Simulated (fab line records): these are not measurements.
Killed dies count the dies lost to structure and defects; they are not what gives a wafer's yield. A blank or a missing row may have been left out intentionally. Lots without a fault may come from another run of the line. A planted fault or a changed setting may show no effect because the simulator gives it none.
Struck lot and sound lot, side by side || flow nandHarc || 24 steps out of a route of 1302
Sound: the wafers L621.4, L621.5, L621.6. Wafers L627.2, L627.5, L627.6 were the ones struck. The cause is named last.
For every step that has rows: the tool of each side, followed by ch and its chambers, followed by its first start. Under that, the readings that differ: sound wafers || struck wafers || difference of the means || sigmas: that difference in standard deviations of wafers without a fault.
alike: readings whose means differ by less than 2 such deviations, and words and numbers that are the same on both sides. not compared: withheld readings, readings that some wafer has no value for, bounds like >300 that may hide the same value, and numbers for which the record gives no deviation and whose values overlap.
A row with sigmas, a row that says differs or no value, or rows on one side alone: a step with any of these is where the two part. Non-overlapping numbers with no deviation appear without sigmas and do not part them. A reading missing from all wafers of one side parts the sides only when that side holds two or more wafers.

first, 8 steps without rows for these wafers: NHARC_A_CHANNEL_HOLE_D1_DESCUM_15 (chemistry O2, time 3 s); NHARC_A_CHANNEL_HOLE_D1_ETCH_38 (etches the open film in CF4, target depth 39 nm, time 65 s); NHARC_A_CHANNEL_HOLE_D1_ETCH_39 (etches the open film in N2/H2, target depth 260 nm, time 325 s); NHARC_A_CHANNEL_HOLE_D1_ETCH_34 (etches the open film in CF4/CHF3, target depth 154 nm, time 77 s); NHARC_A_CHANNEL_HOLE_D1_ETCH_16 (etches the open film in O2/COS, target depth 3100 nm, time 806 s); NHARC_A_CHANNEL_HOLE_D1_ETCH_19 (etches the open film in C4F8/O2/Ar, time 34.5 s); NHARC_A_CHANNEL_HOLE_D1_ETCH_20 (etches the open film in C4F8/O2/Ar, time 361.9 s, target depth 1600 nm); NHARC_A_CHANNEL_HOLE_D1_ETCH_21 (etches the open film in C4F8/O2/Ar, time 514.3 s, target depth 1600 nm).
NHARC_A_CHANNEL_HOLE_D1_ETCH_22: etches the open film in C4F8/O2/Ar, time 666.7 s, target depth 1600 nm.
  sound on harEtch-01 ch 0,1, day 12 02:02; struck on harEtch-01 ch 0,1, day 14 11:06
  no value came back on the struck wafers for any of 5 readings (c4f8FlowSccm (sccm), chamberPressureMTorr (mTorr) and others); on the sound wafers c4f8FlowSccm (sccm) reads 89.67 89.37 89.21
  not compared: rfHoursCounterH
then, 8 steps without rows for these wafers: NHARC_A_CHANNEL_HOLE_D1_ETCH_23 (etches the open film in C4F8/O2/Ar, time 819 s, target depth 1600 nm); NHARC_A_CHANNEL_HOLE_D1_ETCH_24 (etches the open film in C4F8/O2/Ar, time 906.2 s, target depth 1500 nm); NHARC_A_CHANNEL_HOLE_D1_ETCH_25 (etches the open film in C4F8/O2/Ar, time 1040.2 s, target depth 1500 nm); NHARC_A_CHANNEL_HOLE_D1_ETCH_26 (etches the open film in C4F8/O2/Ar, time 224.1 s, target depth 300 nm); NHARC_A_CHANNEL_HOLE_D1_ETCH_33 (etches the open film in C4F8/O2/Ar, time 90 s, target depth 400 nm); NHARC_A_CHANNEL_HOLE_D1_STRIP_41 (strips in N2/H2); NHARC_A_CHANNEL_HOLE_D1_STRIP_42 (strips in CF4/CHF3); NHARC_A_CHANNEL_HOLE_D1_STRIP_43 (strips in O2/COS).
NHARC_A_CHANNEL_HOLE_D1_ETCH_44: etches the open film in CF4/O2, target depth 140 nm, overetch 14 nm, time 77 s.
  sound on rieDiel-10 ch 0,1,2, day 12 05:38; struck on rieDiel-10 ch 0,1,3, day 14 15:00
  alike: biasW, cf4FlowSccm, drypumpMotorCurrentA, oes_o_777_au, oesProductAu, rfVppV, showerheadPlenumPTorr, throttleValvePct
  not compared: rfHoursCounterH, model.A_CHANNEL_HOLE_D1.cdNm
then, 3 steps without rows for these wafers: NHARC_A_CHANNEL_HOLE_D1_STRIP_27 (strips in O2); NHARC_A_CHANNEL_HOLE_D1_PRECLEAN_28 (cleans in SC1); NHARC_A_CHANNEL_HOLE_D1_SRD_29.
NHARC_A_CHANNEL_HOLE_D1_CD_MEAS_30:
  sound on cdSem-03 at day 12 06:25; struck on cdSem-02 at day 14 15:47
{"reading": "cdNm (nm)", "sound": "89.6 90.8 91.7", "struck": "1.5 -0.9 1.8", "difference": -89.9, "sigmas": -50}
NHARC_A_CHANNEL_HOLE_D1_XSEM_31:
  sound on xsem-01 ch 0, day 12 06:31; struck on xsem-01 ch 0, day 14 15:52
{"reading": "botCdNm (nm)", "sound": "74.8 76.9 77.1", "struck": "2.4 0.0 2.5", "difference": -74.6, "sigmas": -41}
{"reading": "bowNm (nm)", "sound": "8.5 8.6 8.6", "struck": "0.3 0.3 0.3", "difference": -8.3, "sigmas": -24}
  alike: tiltDeg
-- break in the record here, with 15 days between the starts of the struck wafers on either side (left off in module A_CHANNEL_HOLE_D1, picked up again in module END, where the first step shown is number 1302 on the route) --
NHARC_END_SORT_01:
  here the record holds rows for the struck wafers (prober-01 ch 0, day 29 20:13) but none for the sound ones

WHERE THEY PART
Last at NHARC_END_SORT_01 as far as this record goes, first at NHARC_A_CHANNEL_HOLE_D1_ETCH_22.

WHY: what the simulator had put in
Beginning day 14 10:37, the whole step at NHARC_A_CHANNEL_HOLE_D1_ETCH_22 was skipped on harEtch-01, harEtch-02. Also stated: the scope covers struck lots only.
